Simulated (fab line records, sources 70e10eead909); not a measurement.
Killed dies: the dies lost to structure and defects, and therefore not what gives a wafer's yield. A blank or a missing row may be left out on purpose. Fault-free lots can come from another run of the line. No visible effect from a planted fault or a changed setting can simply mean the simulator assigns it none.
A lot that was struck, set against a sound lot ; flow nand_harc ; 14 out of 1302 route steps
Sound: wafers L399.3, L399.4, L399.5. The struck wafers were L392.1, L392.3, L392.4. The cause is named last.
Order at every step that has rows: each side's tool, ch and its chambers, its first start. Under that, the readings that differ: sound wafers ; struck wafers ; difference of the means ; sigmas: that difference in standard deviations of wafers without a fault.
alike: readings with means less than 2 such deviations apart, plus words and numbers identical on both sides. not compared: withheld readings, readings lacking a value on some wafer, bounds such as >300 that could conceal the same value, and numbers that have no deviation in the record and whose values overlap.
Wherever a step has rows on one side only, a row that says differs or no value, or a row with sigmas, the two part there. Numbers that have no deviation but don't overlap get no sigmas and don't part them. A reading missing from all wafers of one side parts the sides only when that side holds two or more wafers.

NHARC_P_M2_DEP_33: deposits SiCN, target thk 30 nm.
  sound on pecvd-04 ch 0,1,2, day 15 14:29; struck on pecvd-04 ch 1,2, day 13 01:55
  alike: heater_power_w
NHARC_P_BONDPAD_DEP_00: deposits SiCN, target thk 250 nm.
  sound on pecvd-04 ch 0,1; struck on pecvd-02 ch 0,1,2, day 13 02:17
  alike: heater_power_w
NHARC_P_BONDPAD_CMP_32: polishes SiCN, target thk 200 nm.
  sound on cmp-02 ch 1,2,3, day 15 15:19; struck on cmp-01 ch 0,2,3, day 13 02:43
  alike: motor_current_A, slurry_filter_dp_kPa
NHARC_P_BONDPAD_THK_MEAS_33: measures by ellipsometry.
  sound on film_metro-01, day 15 15:32; struck on film_metro-01, day 13 02:57
  alike: thk_nm
then, 8 steps without rows for these wafers: NHARC_P_BONDPAD_SRD_34; NHARC_P_BONDPAD_DEHYDRATE_01 (time 120 s); NHARC_P_BONDPAD_HMDS_02 (time 30 s); NHARC_P_BONDPAD_COAT_36 (time 65 s); NHARC_P_BONDPAD_COAT_03 (resist thk 600 nm); NHARC_P_BONDPAD_SOFTBAKE_04 (time 70 s); NHARC_P_BONDPAD_EBR_05; NHARC_P_BONDPAD_EXPOSE_06 (exposes mask P BPAD).
NHARC_P_BONDPAD_PEB_07: peb time 80 s.
  struck on litho_track-02, day 13 03:26; sound on litho_track-02 ch 0, day 15 15:53
  no value came back on the struck wafers for chill_plate_temp_C (C), exhaust_pa (Pa); on the sound wafers chill_plate_temp_C (C) reads 22.98 23.05 22.91
then, 1 step without rows for these wafers: NHARC_P_BONDPAD_DEVELOP_08 (time 50 s).

== WHERE THEY PART ==
Within this record, at NHARC_P_BONDPAD_PEB_07 only.

WHY: what the simulator had put in
Beginning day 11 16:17, the whole step at NHARC_P_BONDPAD_PEB_07 was skipped on litho_track-02. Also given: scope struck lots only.
